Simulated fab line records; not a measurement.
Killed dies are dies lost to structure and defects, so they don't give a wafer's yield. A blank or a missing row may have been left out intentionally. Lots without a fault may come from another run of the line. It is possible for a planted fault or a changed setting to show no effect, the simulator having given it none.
Which tool is to blame?    flow nand harc    24 lots with 72 wafers sampled at 5 steps, on a route of 1302 steps

== WHAT THE GAUGES READ, wafer by wafer ==
NHARC_A_WL_FILL_INSPECT_15. Usual: raw defect count reads 464 (standard deviation 130).
lot   measured      on                 raw defect count  flag
L074  day 21 09:00  defect inspect-02  524 631 479       
L075  day 21 20:57  defect inspect-02  517 476 610       
L076  day 21 20:49  defect inspect-02  834 619 827       
L077  day 22 06:20  defect inspect-01  509 328 378       
L079  day 22 17:10  defect inspect-02  550 380 385       
L080  day 23 06:19  defect inspect-01  500 381 327       
L078  day 23 03:28  defect inspect-01  332 462 446       
L081  day 23 06:27  defect inspect-02  381 287 384       
L083  day 25 09:11  defect inspect-01  320 258 519       
L082  day 25 12:30  defect inspect-01  357 545 423       
L084  day 25 12:27  defect inspect-02  325 403 390       
L085  day 25 17:05  defect inspect-01  330 288 534       
L088  day 26 08:52  defect inspect-02  395 425 337       
L086  day 26 08:53  defect inspect-01  509 488 426       
L089  day 27 05:22  defect inspect-02  374 563 308       
L090  day 28 06:14  defect inspect-01  371 313 670       
L087  day 28 14:04  defect inspect-02  412 331 782       
L091  day 28 14:03  defect inspect-01  553 630 418       
L092  day 29 01:02  defect inspect-02  759 409 607       
L096  day 29 18:46  defect inspect-02  416 492 320       
L094  day 29 18:54  defect inspect-02  568 477 687       
L095  day 30 04:45  defect inspect-02  594 532 450       
L093  day 30 08:24  defect inspect-01  365 345 305       
L097  day 30 14:47  defect inspect-02  341 301 357       

== WHICH TOOL RAN EACH LOT (tool, then ch and the chambers of the sampled wafers, then the start) ==
lot   NHARC_A_WL_FILL_ALD_02               NHARC_A_WL_FILL_ETCHBACK_04        NHARC_A_WL_FILL_ETCHBACK_16                    NHARC_A_WL_FILL_ETCHBACK_26
L074  ald metal-04 ch 0,1,2, day 20 12:23  rie metal-03 ch 0,1, day 20 13:09  rie diel-06 ch 0,1,2, day 21 07:49 or earlier  rie si-04 ch 0,1,2, day 21 07:49
L075  ald metal-01 ch 0,1,3, day 21 03:29  rie metal-03 ch 0,1, day 21 04:17  rie diel-10 ch 1,3, day 21 19:41 or earlier    rie si-01 ch 0,1,3, day 21 19:41
L076  ald metal-04 ch 0,1,2, day 21 04:59  rie metal-01 ch 0,1, day 21 05:48  rie diel-11 ch 1,2,3, day 21 19:41 or earlier  rie si-06 ch 0,1,2, day 21 19:41
L077  ald metal-01 ch 0,1,2, day 21 08:52  rie metal-03 ch 0,1, day 21 09:36  rie diel-06 ch 0,1,3, day 22 05:13 or earlier  rie si-06 ch 0,1, day 22 05:13
L079  ald metal-03 ch 0,1,3, day 21 23:37  rie metal-01 ch 0,1, day 22 00:28  rie diel-10 ch 0,2,3, day 22 16:01 or earlier  rie si-06 ch 0,1,2, day 22 16:01
L080  ald metal-04 ch 2,3, day 22 09:18    rie metal-02 ch 0,1, day 22 10:07  rie diel-11 ch 1,2,3, day 23 04:53 or earlier  rie si-06 ch 2,3, day 23 04:53
L078  ald metal-03 ch 0,1,2, day 22 09:19  rie metal-03 ch 0, day 22 10:07    rie diel-06 ch 0,2,3, day 23 02:18 or earlier  rie si-04 ch 1,2,3, day 23 02:18
L081  ald metal-01 ch 1,2, day 22 14:08    rie metal-03 ch 0,1, day 22 14:58  rie diel-10 ch 2,3, day 23 04:52 or earlier    rie si-01 ch 1,2, day 23 04:52
L083  ald metal-04 ch 1,2, day 24 14:37    rie metal-02 ch 0, day 24 15:25    rie diel-06 ch 0,1,3, day 25 08:04 or earlier  rie si-04 ch 1,2,3, day 25 08:04
L082  ald metal-04 ch 1,2,3, day 24 18:29  rie metal-03 ch 1, day 24 19:19    rie diel-11 ch 0,2,3, day 25 11:20 or earlier  rie si-01 ch 1,2,3, day 25 11:20
L084  ald metal-01 ch 0,2,3, day 24 20:44  rie metal-02 ch 0,1, day 24 21:50  rie diel-10 ch 0,2,3, day 25 11:20 or earlier  rie si-04 ch 0,1,3, day 25 11:20
L085  ald metal-01 ch 0,1,2, day 24 23:42  rie metal-02 ch 0,1, day 25 00:37  rie diel-11 ch 0,2,3, day 25 15:54 or earlier  rie si-01 ch 0,2,3, day 25 15:54
L088  ald metal-04 ch 0,1,2, day 25 15:13  rie metal-03 ch 0,1, day 25 16:03  rie diel-11 ch 0,2, day 26 07:44 or earlier    rie si-04 ch 0,1, day 26 07:44
L086  ald metal-03 ch 0,3, day 25 15:13    rie metal-01 ch 0,1, day 25 16:01  rie diel-06 ch 1,3, day 26 07:45 or earlier    rie si-06 ch 0,1,2, day 26 07:45
L089  ald metal-03 ch 0,3, day 26 10:58    rie metal-01 ch 0,1, day 26 11:49  rie diel-11 ch 0,1, day 27 03:14 or earlier    rie si-06 ch 0,1,3, day 27 03:14
L090  ald metal-01 ch 0,1,2, day 27 09:03  rie metal-03 ch 1, day 27 10:14    rie diel-10 ch 2,3, day 28 05:05 or earlier    rie si-01 ch 0,1,3, day 28 05:05
L087  ald metal-03 ch 0,2,3, day 27 14:38  rie metal-01 ch 0,1, day 27 15:25  rie diel-11 ch 0,1,2, day 28 12:58 or earlier  rie si-01 ch 0,2,3, day 28 12:58
L091  ald metal-01 ch 0,2,3, day 27 19:08  rie metal-02 ch 0,1, day 27 21:20  rie diel-06 ch 2,3, day 28 12:59 or earlier    rie si-06 ch 0,1,2, day 28 12:59
L092  ald metal-01 ch 1,2, day 28 07:22    rie metal-01 ch 0,1, day 28 08:17  rie diel-11 ch 0,2,3, day 28 23:55 or earlier  rie si-06 ch 0,2,3, day 28 23:55
L096  ald metal-04 ch 0,1,2, day 29 01:20  rie metal-03 ch 0,1, day 29 02:14  rie diel-10 ch 0,2, day 29 17:40 or earlier    rie si-06 ch 0,3, day 29 17:40
L094  ald metal-03 ch 0,1,2, day 29 03:05  rie metal-01 ch 0,1, day 29 03:54  rie diel-11 ch 1,2,3, day 29 17:40 or earlier  rie si-01 ch 0,2,3, day 29 17:40
L095  ald metal-01 ch 0,2, day 29 10:59    rie metal-01 ch 0,1, day 29 11:54  rie diel-11 ch 0,1,2, day 30 03:36 or earlier  rie si-06 ch 0,2, day 30 03:36
L093  ald metal-04 ch 1,2,3, day 29 11:19  rie metal-02 ch 0,1, day 29 12:07  rie diel-11 ch 0,1,2, day 30 07:16 or earlier  rie si-06 ch 0,1,2, day 30 07:16
L097  ald metal-04 ch 0,1,2, day 29 21:10  rie metal-02 ch 0,1, day 29 21:56  rie diel-06 ch 1,2, day 30 13:39 or earlier    rie si-06 ch 2,3, day 30 13:39
- NHARC_A_WL_FILL_ALD_02: deposits TiN, target thk 2 nm, pulse time 3 s, ald cycles 100.
- NHARC_A_WL_FILL_ETCHBACK_04: etches the open film in NF3, target depth 60 nm, time 120 s.
- NHARC_A_WL_FILL_ETCHBACK_16: etches the open film in C4F8/O2/Ar, target depth 120 nm, time 24 s.
- NHARC_A_WL_FILL_ETCHBACK_26: etches the open film in HBr, target depth 52 nm, time 13.3 s.

== WHAT THE TOOLS THEMSELVES READ (means of the sampled wafers that have a number; where no wafer has one, the mark that the record gives instead) ==
NHARC_A_WL_FILL_ALD_02. Usual: heater power w 1057 W, standard deviation 100; precursor pulse height rel 1.002, standard deviation 0.021.
lot   tool          heater power w (W)  precursor pulse height rel  flag
L074  ald metal-04  1023                1.013                       
L075  ald metal-01  1111                1.000                       
L076  ald metal-04  972                 1.003                       
L077  ald metal-01  1058                0.985                       
L079  ald metal-03  1200                1.009                       
L080  ald metal-04  983                 0.990                       
L078  ald metal-03  1185                0.980                       
L081  ald metal-01  1033                1.002                       
L083  ald metal-04  946                 1.012                       
L082  ald metal-04  966                 0.986                       
L084  ald metal-01  1001                1.023                       
L085  ald metal-01  1005                0.990                       
L088  ald metal-04  968                 1.006                       
L086  ald metal-03  1153                1.004                       
L089  ald metal-03  1182                1.009                       
L090  ald metal-01  1021                0.992                       
L087  ald metal-03  1186                0.988                       
L091  ald metal-01  1019                0.996                       
L092  ald metal-01  1002                1.007                       
L096  ald metal-04  1024                1.013                       
L094  ald metal-03  1184                0.998                       
L095  ald metal-01  1048                0.996                       
L093  ald metal-04  984                 1.018                       
L097  ald metal-04  1020                0.988                       

NHARC_A_WL_FILL_ETCHBACK_04. Usual: drypump motor current A 5.92 A, standard deviation 0.28; oes product au 1.005 a.u., standard deviation 0.0073.
lot   tool          drypump motor current A (A)  oes product au (a.u.)  flag
L074  rie metal-03  6.13                         0.998                  
L075  rie metal-03  6.12                         1.011                  
L076  rie metal-01  5.62                         1.013                  
L077  rie metal-03  5.96                         1.008                  
L079  rie metal-01  5.65                         1.007                  
L080  rie metal-02  6.15                         1.004                  
L078  rie metal-03  6.28                         1.005                  
L081  rie metal-03  6.11                         1.006                  
L083  rie metal-02  6.17                         1.011                  
L082  rie metal-03  5.82                         1.006                  
L084  rie metal-02  6.11                         1.002                  
L085  rie metal-02  6.15                         1.004                  
L088  rie metal-03  6.13                         1.004                  
L086  rie metal-01  5.64                         1.008                  
L089  rie metal-01  5.56                         1.008                  
L090  rie metal-03  5.81                         0.997                  
L087  rie metal-01  5.56                         1.008                  
L091  rie metal-02  6.12                         1.004                  
L092  rie metal-01  5.64                         1.003                  
L096  rie metal-03  5.97                         1.001                  
L094  rie metal-01  5.63                         1.003                  
L095  rie metal-01  5.63                         1.011                  
L093  rie metal-02  6.16                         0.993                  
L097  rie metal-02  6.09                         0.999                  

NHARC_A_WL_FILL_ETCHBACK_16. Usual: oes product au 0.97 a.u., standard deviation 0.032; rf vpp V 723 V, standard deviation 4.2.
lot   tool         oes product au (a.u.)  rf vpp V (V)  flag
L074  rie diel-06  0.92                   721           
L075  rie diel-10  0.99                   726           
L076  rie diel-11  0.96                   725           
L077  rie diel-06  1.00                   720           
L079  rie diel-10  0.99                   724           
L080  rie diel-11  1.00                   724           
L078  rie diel-06  0.95                   723           
L081  rie diel-10  0.93                   723           
L083  rie diel-06  0.95                   720           
L082  rie diel-11  0.92                   725           
L084  rie diel-10  1.00                   724           
L085  rie diel-11  1.00                   726           
L088  rie diel-11  0.99                   723           
L086  rie diel-06  0.99                   718           
L089  rie diel-11  1.01                   719           
L090  rie diel-10  1.01                   721           
L087  rie diel-11  1.00                   721           
L091  rie diel-06  0.91                   725           
L092  rie diel-11  1.00                   725           
L096  rie diel-10  0.99                   724           
L094  rie diel-11  1.00                   724           
L095  rie diel-11  0.93                   722           
L093  rie diel-11  0.98                   721           
L097  rie diel-06  1.00                   722           

NHARC_A_WL_FILL_ETCHBACK_26. Usual: drypump motor current A 5.7 A, standard deviation 0.54; oes product au 0.997 a.u., standard deviation 0.0068; throttle valve pct 23.266 %, standard deviation 0.01.
lot   tool       drypump motor current A (A)  oes product au (a.u.)  throttle valve pct (%)  flag
L074  rie si-04  5.3                          0.993                  23.268                  
L075  rie si-01  5.7                          0.994                  23.268                  
L076  rie si-06  5.4                          1.000                  23.273                  
L077  rie si-06  5.7                          0.995                  23.275                  
L079  rie si-06  5.4                          0.998                  23.271                  
L080  rie si-06  5.7                          1.004                  23.273                  
L078  rie si-04  5.2                          1.001                  23.272                  
L081  rie si-01  6.3                          0.999                  23.254                  
L083  rie si-04  5.3                          1.001                  23.249                  
L082  rie si-01  5.8                          0.998                  23.253                  
L084  rie si-04  5.6                          0.999                  23.264                  
L085  rie si-01  5.9                          1.001                  23.265                  
L088  rie si-04  5.6                          0.992                  23.264                  
L086  rie si-06  5.4                          1.003                  23.254                  
L089  rie si-06  5.7                          0.987                  23.266                  
L090  rie si-01  5.7                          1.003                  23.259                  
L087  rie si-01  5.9                          1.003                  23.265                  
L091  rie si-06  5.5                          0.998                  23.264                  
L092  rie si-06  5.5                          0.993                  23.269                  
L096  rie si-06  5.7                          0.989                  23.262                  
L094  rie si-01  5.9                          1.003                  23.267                  
L095  rie si-06  5.0                          1.006                  23.265                  
L093  rie si-06  5.4                          0.991                  23.269                  
L097  rie si-06  5.7                          0.992                  23.264                  

== THE ANSWER, worked out from the rows above alone ==
Rule: a lot counts as off when the mean over its wafers that have a number is more than 3 standard deviations away from the usual mean. Also off: a lot with no number at a reading for which 4 or more lots have one. The other lots that the step has rows for count as sound. The gauges are gone through in route order, then the tools' own readings, and for those a lot's mean is taken as printed above. The first step at which some lot is off is used, and at that step the reading that is off furthest; a lot without a number counts as furthest.
No lot is off at any reading shown: from this, nothing can be told.

== WHAT HAD BEEN PUT IN BY THE SIMULATOR ==
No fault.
